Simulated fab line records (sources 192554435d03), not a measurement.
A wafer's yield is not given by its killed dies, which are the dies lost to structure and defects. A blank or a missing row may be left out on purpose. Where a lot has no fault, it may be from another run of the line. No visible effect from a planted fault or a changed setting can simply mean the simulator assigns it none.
Which tool is to blame? + flow n5-finfet + 24 lots, 72 wafers sampled, at 6 steps of a route of 1938

## WHAT THE GAUGES SHOWED, per wafer
N5_BEOL_M8_OCD_MEAS_38. Usual: trench-depth-nm 92.9 nm, standard deviation 1.6.
| lot  | measured     | on     | trench-depth-nm (nm) | flag |
|------|--------------|--------|----------------------|------|
| L074 | day 10 21:49 | ocd-02 | 93.1 93.3 91.9       |      |
| L075 | day 11 00:49 | ocd-02 | 95.3 90.3 89.4       |      |
| L076 | day 11 01:08 | ocd-02 | 91.8 93.2 92.2       |      |
| L077 | day 11 11:49 | ocd-01 | 93.5 90.8 94.3       |      |
| L078 | day 11 17:53 | ocd-02 | 93.9 92.6 88.7       |      |
| L080 | day 12 07:04 | ocd-02 | 93.1 96.4 90.4       |      |
| L079 | day 12 12:26 | ocd-01 | 94.0 92.6 92.5       |      |
| L081 | day 12 12:34 | ocd-02 | 92.4 94.0 91.9       |      |
| L082 | day 12 19:23 | ocd-01 | 92.8 93.6 93.9       |      |
| L083 | day 12 22:46 | ocd-01 | 91.6 94.2 94.0       |      |
| L084 | day 13 03:36 | ocd-01 | 92.5 92.2 93.6       |      |
| L087 | day 13 16:13 | ocd-01 | 91.8 94.0 91.0       |      |
| L085 | day 13 23:22 | ocd-02 | 92.9 91.7 95.0       |      |
| L086 | day 14 03:02 | ocd-01 | 94.2 95.9 92.3       |      |
| L089 | day 14 07:00 | ocd-02 | 90.7 93.7 90.7       |      |
| L091 | day 14 12:44 | ocd-01 | 95.9 92.9 90.2       |      |
| L088 | day 14 14:10 | ocd-02 | 92.4 94.8 93.5       |      |
| L092 | day 14 16:58 | ocd-02 | 92.8 93.7 92.9       |      |
| L090 | day 15 05:55 | ocd-01 | 91.9 93.0 93.7       |      |
| L095 | day 15 16:21 | ocd-02 | 93.8 92.3 94.2       |      |
| L093 | day 15 18:56 | ocd-02 | 90.5 93.9 91.9       |      |
| L094 | day 16 05:13 | ocd-02 | 90.2 94.2 93.2       |      |
| L097 | day 17 03:27 | ocd-02 | 90.2 93.1 91.5       |      |
| L096 | day 17 06:50 | ocd-01 | 92.0 94.5 92.8       |      |

N5_BEOL_M9_INSPECT_13: inspects for defects (brightfield). Usual: raw-defect-count 419, standard deviation 83.
| lot  | measured     | on                | raw-defect-count | flag |
|------|--------------|-------------------|------------------|------|
| L074 | day 11 04:49 | defect-inspect-01 | 445 352 405      |      |
| L075 | day 11 07:53 | defect-inspect-01 | 444 532 393      |      |
| L076 | day 11 08:06 | defect-inspect-01 | 435 360 502      |      |
| L077 | day 11 18:22 | defect-inspect-02 | 387 400 347      |      |
| L078 | day 12 00:40 | defect-inspect-02 | 430 311 410      |      |
| L080 | day 12 13:20 | defect-inspect-02 | 369 277 478      |      |
| L079 | day 12 17:26 | defect-inspect-02 | 446 389 437      |      |
| L081 | day 12 19:53 | defect-inspect-02 | 517 374 511      |      |
| L082 | day 12 23:59 | defect-inspect-02 | 295 396 402      |      |
| L083 | day 13 03:30 | defect-inspect-02 | 483 438 381      |      |
| L084 | day 13 09:22 | defect-inspect-02 | 512 598 305      |      |
| L087 | day 13 21:21 | defect-inspect-02 | 352 369 379      |      |
| L085 | day 14 03:55 | defect-inspect-02 | 518 449 371      |      |
| L086 | day 14 08:18 | defect-inspect-02 | 456 357 453      |      |
| L089 | day 14 13:01 | defect-inspect-02 | 465 377 342      |      |
| L091 | day 14 18:59 | defect-inspect-02 | 389 399 761      |      |
| L088 | day 14 19:42 | defect-inspect-01 | 267 344 337      |      |
| L092 | day 14 22:16 | defect-inspect-01 | 304 363 380      |      |
| L090 | day 15 10:15 | defect-inspect-01 | 485 338 433      |      |
| L095 | day 15 23:46 | defect-inspect-02 | 417 408 402      |      |
| L093 | day 16 00:35 | defect-inspect-02 | 390 542 483      |      |
| L094 | day 16 13:47 | defect-inspect-02 | 431 494 328      |      |
| L097 | day 17 07:49 | defect-inspect-02 | 422 397 414      |      |
| L096 | day 17 11:13 | defect-inspect-01 | 355 518 387      |      |

N5_BEOL_M9_CD_MEAS_28 targets a cd of 70 nm. Usual: cd-nm 70.07 nm, standard deviation 0.23.
| lot  | measured     | on        | cd-nm (nm)        | flag |
|------|--------------|-----------|-------------------|------|
| L074 | day 11 06:52 | cd-sem-01 | 69.58 69.90 70.24 |      |
| L075 | day 11 11:13 | cd-sem-03 | 70.26 69.92 70.22 |      |
| L076 | day 11 11:38 | cd-sem-01 | 70.21 70.25 70.00 |      |
| L077 | day 11 19:28 | cd-sem-03 | 69.95 70.41 70.59 |      |
| L078 | day 12 02:22 | cd-sem-03 | 70.03 69.95 70.29 |      |
| L080 | day 12 15:28 | cd-sem-03 | 69.77 70.07 70.68 |      |
| L079 | day 12 18:41 | cd-sem-01 | 70.28 70.05 70.47 |      |
| L081 | day 12 22:06 | cd-sem-01 | 70.05 70.22 70.35 |      |
| L082 | day 13 02:37 | cd-sem-03 | 70.09 70.11 70.40 |      |
| L083 | day 13 05:26 | cd-sem-02 | 69.96 69.87 70.11 |      |
| L084 | day 13 10:41 | cd-sem-02 | 70.19 69.96 70.30 |      |
| L087 | day 13 22:34 | cd-sem-01 | 69.59 69.67 69.97 |      |
| L085 | day 14 06:13 | cd-sem-03 | 70.15 70.05 69.96 |      |
| L086 | day 14 11:12 | cd-sem-01 | 69.96 69.84 70.31 |      |
| L089 | day 14 14:06 | cd-sem-01 | 69.85 70.14 70.18 |      |
| L091 | day 14 21:02 | cd-sem-02 | 70.31 70.35 70.43 |      |
| L088 | day 14 20:53 | cd-sem-03 | 70.16 70.12 69.95 |      |
| L092 | day 14 23:11 | cd-sem-03 | 70.34 70.03 69.79 |      |
| L090 | day 15 11:53 | cd-sem-03 | 69.78 70.34 69.80 |      |
| L095 | day 16 04:35 | cd-sem-03 | 70.00 69.74 69.40 |      |
| L093 | day 16 04:32 | cd-sem-02 | 70.22 70.01 70.14 |      |
| L094 | day 16 17:38 | cd-sem-03 | 69.81 69.77 69.87 |      |
| L097 | day 17 09:36 | cd-sem-02 | 70.29 69.76 70.18 |      |
| L096 | day 17 12:56 | cd-sem-02 | 69.98 70.00 70.11 |      |

N5_BEOL_M9_OVL_MEAS_29. Usual: V8_OVL -0.7 nm, standard deviation 0.71.
| lot  | measured     | on         | V8_OVL (nm)    | flag |
|------|--------------|------------|----------------|------|
| L074 | day 11 06:56 | overlay-01 | -0.4 -0.7 0.0  |      |
| L075 | day 11 11:15 | overlay-02 | 0.7 0.3 1.2    |      |
| L076 | day 11 11:40 | overlay-02 | 0.0 -1.0 -1.1  |      |
| L077 | day 11 19:30 | overlay-02 | -0.9 0.0 -0.2  |      |
| L078 | day 12 02:24 | overlay-02 | -1.3 -0.6 -0.6 |      |
| L080 | day 12 15:31 | overlay-01 | -0.1 -1.1 -0.9 |      |
| L079 | day 12 18:43 | overlay-02 | -0.4 0.6 -1.0  |      |
| L081 | day 12 22:08 | overlay-02 | -1.5 -1.0 -1.2 |      |
| L082 | day 13 02:38 | overlay-01 | -0.8 -0.2 -0.3 |      |
| L083 | day 13 05:28 | overlay-02 | -1.6 -2.1 -0.8 |      |
| L084 | day 13 10:43 | overlay-02 | 0.2 0.3 -1.0   |      |
| L087 | day 13 22:35 | overlay-01 | -0.1 0.9 1.0   |      |
| L085 | day 14 06:14 | overlay-02 | -1.8 -1.7 -1.2 |      |
| L086 | day 14 11:14 | overlay-01 | -0.5 -1.3 -0.8 |      |
| L089 | day 14 14:08 | overlay-02 | -0.1 0.2 -0.2  |      |
| L091 | day 14 21:04 | overlay-02 | -0.8 -0.1 -0.3 |      |
| L088 | day 14 20:55 | overlay-01 | -0.7 -0.8 -0.8 |      |
| L092 | day 14 23:14 | overlay-01 | -1.7 -1.3 -0.8 |      |
| L090 | day 15 11:55 | overlay-02 | -0.6 -0.9 -0.6 |      |
| L095 | day 16 04:37 | overlay-01 | -1.0 -0.8 -0.4 |      |
| L093 | day 16 04:34 | overlay-02 | -0.5 0.0 0.0   |      |
| L094 | day 16 17:40 | overlay-02 | -1.9 -2.4 -1.6 |      |
| L097 | day 17 09:38 | overlay-01 | 0.2 -0.5 0.4   |      |
| L096 | day 17 12:58 | overlay-02 | -1.6 -1.5 -0.8 |      |

N5_BEOL_M9_INSPECT_30: inspects for defects (brightfield). Usual: raw-defect-count 422, standard deviation 82.
| lot  | measured     | on                | raw-defect-count | flag |
|------|--------------|-------------------|------------------|------|
| L074 | day 11 06:59 | defect-inspect-01 | 435 371 428      |      |
| L075 | day 11 11:18 | defect-inspect-02 | 439 506 403      |      |
| L076 | day 11 11:43 | defect-inspect-01 | 445 375 489      |      |
| L077 | day 11 19:33 | defect-inspect-01 | 379 397 363      |      |
| L078 | day 12 02:28 | defect-inspect-01 | 421 337 440      |      |
| L080 | day 12 15:34 | defect-inspect-02 | 400 278 492      |      |
| L079 | day 12 18:46 | defect-inspect-02 | 447 380 439      |      |
| L081 | day 12 22:11 | defect-inspect-02 | 526 392 506      |      |
| L082 | day 13 02:42 | defect-inspect-02 | 299 384 388      |      |
| L083 | day 13 05:31 | defect-inspect-02 | 493 452 363      |      |
| L084 | day 13 10:50 | defect-inspect-02 | 508 633 292      |      |
| L087 | day 13 22:38 | defect-inspect-01 | 333 357 376      |      |
| L085 | day 14 06:18 | defect-inspect-01 | 528 473 365      |      |
| L086 | day 14 11:17 | defect-inspect-02 | 447 382 452      |      |
| L089 | day 14 14:11 | defect-inspect-01 | 473 374 370      |      |
| L091 | day 14 21:08 | defect-inspect-01 | 357 376 766      |      |
| L088 | day 14 20:58 | defect-inspect-01 | 269 349 338      |      |
| L092 | day 14 23:17 | defect-inspect-01 | 316 371 386      |      |
| L090 | day 15 11:59 | defect-inspect-01 | 485 350 416      |      |
| L095 | day 16 04:40 | defect-inspect-01 | 452 434 425      |      |
| L093 | day 16 04:38 | defect-inspect-02 | 382 588 479      |      |
| L094 | day 16 17:44 | defect-inspect-01 | 424 494 355      |      |
| L097 | day 17 09:41 | defect-inspect-02 | 413 401 409      |      |
| L096 | day 17 13:01 | defect-inspect-02 | 379 493 398      |      |

## EACH LOT AND THE TOOL THAT RAN IT (in order: tool; ch and the chambers of the sampled wafers; start)
| lot  | N5_BEOL_M8_TRENCH_ETCH_37                     |
|------|-----------------------------------------------|
| L074 | rie-diel-05 ch 0,1, day 10 21:49 or earlier   |
| L075 | rie-diel-05 ch 2,3, day 11 00:49 or earlier   |
| L076 | rie-diel-02 ch 0,2, day 11 01:08 or earlier   |
| L077 | rie-diel-02 ch 1,2,3, day 11 11:49 or earlier |
| L078 | rie-diel-02 ch 1,2,3, day 11 17:53 or earlier |
| L080 | rie-diel-05 ch 1,2,3, day 12 07:04 or earlier |
| L079 | rie-diel-06 ch 0,1,2, day 12 12:26 or earlier |
| L081 | rie-diel-05 ch 0,1,3, day 12 12:34 or earlier |
| L082 | rie-diel-06 ch 0,1,3, day 12 19:23 or earlier |
| L083 | rie-diel-02 ch 0,2,3, day 12 22:46 or earlier |
| L084 | rie-diel-06 ch 0,1, day 13 03:36 or earlier   |
| L087 | rie-diel-05 ch 0,1, day 13 16:13 or earlier   |
| L085 | rie-diel-05 ch 0,2,3, day 13 23:22 or earlier |
| L086 | rie-diel-05 ch 0,1,3, day 14 03:02 or earlier |
| L089 | rie-diel-06 ch 0,3, day 14 07:00 or earlier   |
| L091 | rie-diel-05 ch 0,1,3, day 14 12:44 or earlier |
| L088 | rie-diel-02 ch 0,2,3, day 14 14:10 or earlier |
| L092 | rie-diel-02 ch 2,3, day 14 16:58 or earlier   |
| L090 | rie-diel-02 ch 0,2,3, day 15 05:55 or earlier |
| L095 | rie-diel-06 ch 0,1, day 15 16:21 or earlier   |
| L093 | rie-diel-06 ch 0,3, day 15 18:56 or earlier   |
| L094 | rie-diel-05 ch 0,2, day 16 05:13 or earlier   |
| L097 | rie-diel-06 ch 0,3, day 17 03:27 or earlier   |
| L096 | rie-diel-02 ch 0,1,2, day 17 06:50 or earlier |
- N5_BEOL_M8_TRENCH_ETCH_37: etches SiCOH lowk in C4F6/O2, target depth 93.478 nm, time 31.2 s.

## WHAT THE TOOLS THEMSELVES READ (means of the sampled wafers that have a number; where no wafer has one, the mark that the record gives instead)
N5_BEOL_M8_TRENCH_ETCH_37. Usual: drypump-motor-current-A 5.7 A, standard deviation 0.42; oes-product-au 0.78 a.u., standard deviation 0.084; rf-vpp-V 660 V, standard deviation 10; showerhead-plenum-p-Torr 2.85 Torr, standard deviation 0.052; throttle-valve-pct 20.90 %, standard deviation 0.16.
| lot  | tool        | drypump-motor-current-A (A) | oes-product-au (a.u.) | rf-vpp-V (V) | showerhead-plenum-p-Torr (Torr) | throttle-valve-pct (%) | flag |
|------|-------------|-----------------------------|-----------------------|--------------|---------------------------------|------------------------|------|
| L074 | rie-diel-05 | 5.9                         | 0.71                  | 664          | 2.81                            | 21.11                  |      |
| L075 | rie-diel-05 | 5.4                         | 0.73                  | 662          | 2.84                            | 20.90                  |      |
| L076 | rie-diel-02 | 5.4                         | 0.73                  | 653          | 2.89                            | 21.09                  |      |
| L077 | rie-diel-02 | 5.7                         | 0.79                  | 658          | 2.89                            | 20.88                  |      |
| L078 | rie-diel-02 | 5.7                         | 0.79                  | 658          | 2.89                            | 20.89                  |      |
| L080 | rie-diel-05 | 5.4                         | 0.74                  | 658          | 2.83                            | 20.93                  |      |
| L079 | rie-diel-06 | 5.9                         | 0.78                  | 674          | 2.85                            | 20.87                  |      |
| L081 | rie-diel-05 | 5.7                         | 0.75                  | 659          | 2.83                            | 20.99                  |      |
| L082 | rie-diel-06 | 5.8                         | 0.79                  | 659          | 2.85                            | 20.86                  |      |
| L083 | rie-diel-02 | 5.8                         | 0.86                  | 656          | 2.91                            | 20.80                  |      |
| L084 | rie-diel-06 | 5.8                         | 0.82                  | 668          | 2.87                            | 20.82                  |      |
| L087 | rie-diel-05 | 5.9                         | 0.69                  | 664          | 2.80                            | 21.15                  |      |
| L085 | rie-diel-05 | 5.7                         | 0.81                  | 662          | 2.83                            | 20.85                  |      |
| L086 | rie-diel-05 | 5.6                         | 0.74                  | 658          | 2.82                            | 21.02                  |      |
| L089 | rie-diel-06 | 5.8                         | 0.73                  | 655          | 2.82                            | 20.96                  |      |
| L091 | rie-diel-05 | 5.6                         | 0.73                  | 658          | 2.82                            | 21.03                  |      |
| L088 | rie-diel-02 | 5.8                         | 0.83                  | 657          | 2.91                            | 20.83                  |      |
| L092 | rie-diel-02 | 6.0                         | 0.80                  | 654          | 2.89                            | 20.85                  |      |
| L090 | rie-diel-02 | 5.8                         | 0.82                  | 656          | 2.90                            | 20.84                  |      |
| L095 | rie-diel-06 | 5.8                         | 0.80                  | 668          | 2.86                            | 20.87                  |      |
| L093 | rie-diel-06 | 5.8                         | 0.72                  | 655          | 2.82                            | 20.99                  |      |
| L094 | rie-diel-05 | 5.7                         | 0.82                  | 668          | 2.80                            | 20.84                  |      |
| L097 | rie-diel-06 | 5.8                         | 0.71                  | 655          | 2.81                            | 21.00                  |      |
| L096 | rie-diel-02 | 5.3                         | 0.83                  | 653          | 2.84                            | 20.85                  |      |

## THE ANSWER, worked out from the rows above alone
Rule: a lot is off if the mean of its wafers that have a number lies more than 3 standard deviations from the usual mean. A lot without any number at a reading at which 4 lots or more have one is off too. The other lots that the step has rows for count as sound. Order of review: gauges by route order, followed by the tools' own readings, for which a lot's mean as printed above is used. The first step at which some lot is off is used, and at that step the reading that is off furthest; a lot without a number counts as furthest.
No lot is off on any of the readings shown, so nothing can be concluded from this.

## WHAT THE SIMULATOR HAD PUT IN
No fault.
